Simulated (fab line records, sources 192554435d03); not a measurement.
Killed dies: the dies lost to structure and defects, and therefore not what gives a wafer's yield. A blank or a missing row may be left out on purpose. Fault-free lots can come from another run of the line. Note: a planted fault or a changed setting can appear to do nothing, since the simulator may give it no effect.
Matching of chambers + flow n5-finfet + N5_BEOL_M4_CO_CAP_55 on cvd-co-01 has 3 sister chambers
The step material Co, precursor CCTBA/H2, target thk 2 nm, time 102.1 s. 3 wafers are shown with their chamber, then 9 later ones without.

WAFERS PAIRED WITH THEIR CHAMBERS
| wafer  | chamber | heater-power-w (W) |
|--------|---------|--------------------|
| L168.5 | 0       | 254                |
| L167.5 | 2       | 228                |
| L167.6 | 1       | 237                |

WAFERS WITHOUT THEIR CHAMBER
| wafer  | heater-power-w (W) |
|--------|--------------------|
| L173.1 | 244                |
| L173.4 | 229                |
| L173.6 | 242                |
| L172.2 | 245                |
| L172.5 | 227                |
| L172.6 | 246                |
| L174.1 | 238                |
| L174.3 | 235                |
| L174.4 | 253                |

THE CHAMBER EACH PASSED THROUGH
| wafer  | from the rows above          | in truth |
|--------|------------------------------|----------|
| L173.1 | can't be placed: 1 or 0 or 2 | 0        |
| L173.4 | can't be placed: 2 or 1      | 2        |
| L173.6 | can't be placed: 1 or 0 or 2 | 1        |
| L172.2 | can't be placed: 1 or 0 or 2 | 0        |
| L172.5 | can't be placed: 2 or 1      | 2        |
| L172.6 | can't be placed: 0 or 1      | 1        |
| L174.1 | can't be placed: 1 or 2      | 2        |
| L174.3 | can't be placed: 1 or 2      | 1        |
| L174.4 | 0                            | 0        |
Correct placement for 1 of the 9. Not placeable from these rows: 8 (in 8, the candidates include the true chamber). Wrongly placed: 0.
How it was worked out, from the rows above alone: a wafer's distance from a chamber is the root of the sum, over the readings, of the square of ((its reading less the chamber's mean) divided by the reading's scatter). The wafer belongs to the nearest chamber; if the next one is less than 2 further off, it can't be placed. For every chamber, the mean is computed from those of its wafers that are shown. The scatter: with one shown wafer a chamber, the root of the mean of the squares of how far each hidden wafer lies from its nearest shown one.
